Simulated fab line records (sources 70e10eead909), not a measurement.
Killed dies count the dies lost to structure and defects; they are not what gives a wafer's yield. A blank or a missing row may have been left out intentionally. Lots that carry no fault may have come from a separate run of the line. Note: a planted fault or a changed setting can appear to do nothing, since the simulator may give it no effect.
Comparing a struck lot with a sound one ; flow nand harc ; 15 out of 1159 route steps
Sound: these wafers, L571.2, L571.4, L571.5. Struck: wafers L581.2, L581.4, L581.6. The cause is named last.
Order at every step that has rows: each side's tool, ch and its chambers, its first start. Under that, the readings that differ: sound wafers ; struck wafers ; difference of the means ; sigmas: that difference in standard deviations of wafers without a fault.
alike: words and numbers the same on both sides, and readings whose means are apart by under 2 such deviations; not compared: readings that were withheld, readings missing a value for some wafer, numbers with overlapping values and no deviation given by the record, and bounds like >300 which may hide the same value.
A row with sigmas, a row that says differs or no value, or rows on one side alone: a step with any of these is where the two part. Non-overlapping numbers with no deviation appear without sigmas and do not part them. Lack of a reading on every wafer of one side parts them only where that side has two or more wafers.

first, 6 steps without rows for these wafers: NHARC_THIN_TSV_COAT_06; NHARC_THIN_TSV_SOFTBAKE_07 (time 95 s); NHARC_THIN_TSV_EBR_08; NHARC_THIN_TSV_EXPOSE_09 (exposes mask TSV); NHARC_THIN_TSV_PEB_10 (peb time 85 s); NHARC_THIN_TSV_DEVELOP_11 (time 70 s).
NHARC_THIN_TSV_CD_MEAS_12: the cd target is 1000 nm.
  sound on cd sem-02 ch 0, day 19 06:40; struck on cd sem-01 ch 0, day 21 16:25
  alike: cd nm
then, 1 step without rows for these wafers: NHARC_THIN_TSV_HARDBAKE_13 (time 80 s).
NHARC_THIN_TSV_DESCUM_14: chemistry O2, time 3 s.
  sound on rie diel-01 ch 0,1,2, day 19 06:50; struck on rie diel-06 ch 0,2,3, day 21 16:35
  alike: drypump motor current A, oes product au, rf vpp V, showerhead plenum p Torr, throttle valve pct
  not compared: rf hours counter h
NHARC_THIN_TSV_ETCH_44: etches the open film in CF4/O2, target depth 1594.2 nm, time 797.1 s.
  sound on rie diel-01 ch 1,3, day 19 06:54; struck on rie diel-06 ch 2,3, day 21 16:40
  alike: drypump motor current A, oes product au, rf vpp V, showerhead plenum p Torr, throttle valve pct
  not compared: rf hours counter h
NHARC_THIN_TSV_ETCH_15: target depth 3000 nm, bosch target overetch cycles 2, bosch etch step 2.8 s.
  sound on rie si-06 ch 0,2,3, day 19 07:29; struck on rie si-06 ch 0,3, day 21 17:16
  alike: drypump motor current A
  not compared: rf hours counter h
NHARC_THIN_TSV_CD_MEAS_16:
  struck on cd sem-02, day 21 17:25; sound on cd sem-02, day 19 07:39
  alike: cd nm
NHARC_THIN_TSV_STRIP_45: strips in O2.
  sound on plasma asher-01 ch 0,1, day 19 07:55; struck on plasma asher-02 ch 0,1, day 21 17:29
  no value came back on the struck wafers for drypump motor current A (A), heater power w (W); on the sound wafers drypump motor current A (A) reads 5.69 5.39 5.69
  not compared: rf hours counter h
then, 1 step without rows for these wafers: NHARC_THIN_TSV_STRIP_46 (strips in post etch residue remover, time 1200 s).
NHARC_END_SORT_01:
  only the struck wafers appear in the record here, on prober-02 ch 0 at day 22 11:50; the sound ones have no rows

## WHERE THEY PART
Earliest at NHARC_THIN_TSV_STRIP_45; latest, in this record, at NHARC_END_SORT_01.

WHY: what had been put in by the simulator
Whole step skipped at NHARC_THIN_TSV_STRIP_45 on plasma asher-02, starting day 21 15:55. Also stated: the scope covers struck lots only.
